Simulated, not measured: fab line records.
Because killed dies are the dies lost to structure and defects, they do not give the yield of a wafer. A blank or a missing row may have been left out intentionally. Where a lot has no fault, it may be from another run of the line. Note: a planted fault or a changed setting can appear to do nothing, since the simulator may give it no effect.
Comparing a struck lot with a sound one | flow nand-harc | 33 out of 1159 route steps
Sound: the wafers L794.2, L794.3, L794.5. Struck: wafer L805.5 (L805.2, L805.6, from the same lot, were not struck and are left out); the cause is given at the end.
At each step with rows: each side's tool, then ch and its chambers, then its first start. Under that, the readings that differ: sound wafers | struck wafers | difference of the means | sigmas: that difference in standard deviations of wafers without a fault.
alike: a reading whose means differ by less than 2 such deviations, as well as words and numbers matching on both sides. not compared: withheld readings; readings where some wafer has no value; bounds like >300 that might hide an equal value; numbers whose values overlap and for which the record gives no deviation.
The two part at a step that has a row with sigmas, a row that says differs or no value, or rows on one side only. Numbers that have no deviation but don't overlap get no sigmas and don't part them. Lack of a reading on every wafer of one side parts them only where that side has two or more wafers.

first, 9 steps without rows for these wafers: NHARC_A_M1_DESCUM_14 (chemistry O2, time 3 s); NHARC_A_M1_ETCH_35 (etches the open film in N2/H2, target depth 40 nm, overetch 12 nm, time 43.94 s); NHARC_A_M1_ETCH_15 (etches the open film in C4F8/Ar, target depth 182.5 nm, time 91.2 s); NHARC_A_M1_STRIP_18 (strips in N2/H2); NHARC_A_M1_ETCH_28 (etches the open film in CF4/N2, target depth 30 nm, time 72.99 s); NHARC_A_M1_STRIP_19 (strips in post etch residue remover, time 600 s); NHARC_A_M1_DEGAS_29 (time 60 s); NHARC_A_M1_PRE_CLEAN_30 (time 30 s); NHARC_A_M1_PVD_20 (deposits TaN, target thk 5 nm, time 8.06 s).
NHARC_A_M1_PVD_21: deposits Cu, target thk 30 nm, time 20.49 s.
  sound on pvd-sputter-01 at day 20 08:38; struck on pvd-sputter-02 at day 22 15:31
  reading                | sound          | struck | difference | sigmas
  throttle-valve-pct (%) | 29.5 29.4 30.7 | 31.5   | +1.6       | +2
  alike: cathode-dc-power-W
then, 22 steps without rows for these wafers: NHARC_A_M1_ECD_22 (material Cu, target thk 400 nm); NHARC_A_M1_ANNEAL_31 (time 90 s); NHARC_A_M1_CMP_23 (polishes, t overpolish 20 s, target thk 154.34 nm); NHARC_A_M1_SRD_25; NHARC_A_M1_PRE_CLEAN_32 (time 12 s); NHARC_A_M1_DEP_33 (deposits SiCN, target thk 30 nm); NHARC_A_BONDPAD_DEP_00 (deposits SiCN, target thk 250 nm); NHARC_A_BONDPAD_CMP_29 (polishes SiCN, target thk 200 nm); NHARC_A_BONDPAD_SRD_31; NHARC_A_BONDPAD_DEHYDRATE_01 (time 120 s); NHARC_A_BONDPAD_HMDS_02 (time 30 s); NHARC_A_BONDPAD_COAT_33 (time 65 s); NHARC_A_BONDPAD_COAT_03 (resist thk 600 nm); NHARC_A_BONDPAD_SOFTBAKE_04 (time 70 s); NHARC_A_BONDPAD_EBR_05; NHARC_A_BONDPAD_EXPOSE_06 (exposes mask A BPAD); NHARC_A_BONDPAD_PEB_07 (peb time 80 s); NHARC_A_BONDPAD_DEVELOP_08 (time 50 s); NHARC_A_BONDPAD_HARDBAKE_10 (time 65 s); NHARC_A_BONDPAD_DESCUM_11 (chemistry O2, time 3 s); NHARC_A_BONDPAD_ETCH_34 (etches the open film in N2/H2, target depth 60 nm, overetch 18 nm, time 65.91 s); NHARC_A_BONDPAD_ETCH_12 (etches the open film in CHF3/O2, target depth 220 nm, time 110 s).
NHARC_END_SORT_01:
  here the record holds rows for the struck wafers (prober-02 ch 0, day 24 09:00) but none for the sound ones

## WHERE THEY PART
Earliest at NHARC_A_M1_PVD_21; latest, in this record, at NHARC_END_SORT_01.

WHY: whatever the simulator had introduced
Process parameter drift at NHARC_A_M1_PVD_21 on pvd-sputter-02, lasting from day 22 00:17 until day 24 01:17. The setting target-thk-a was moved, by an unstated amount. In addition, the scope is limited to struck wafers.
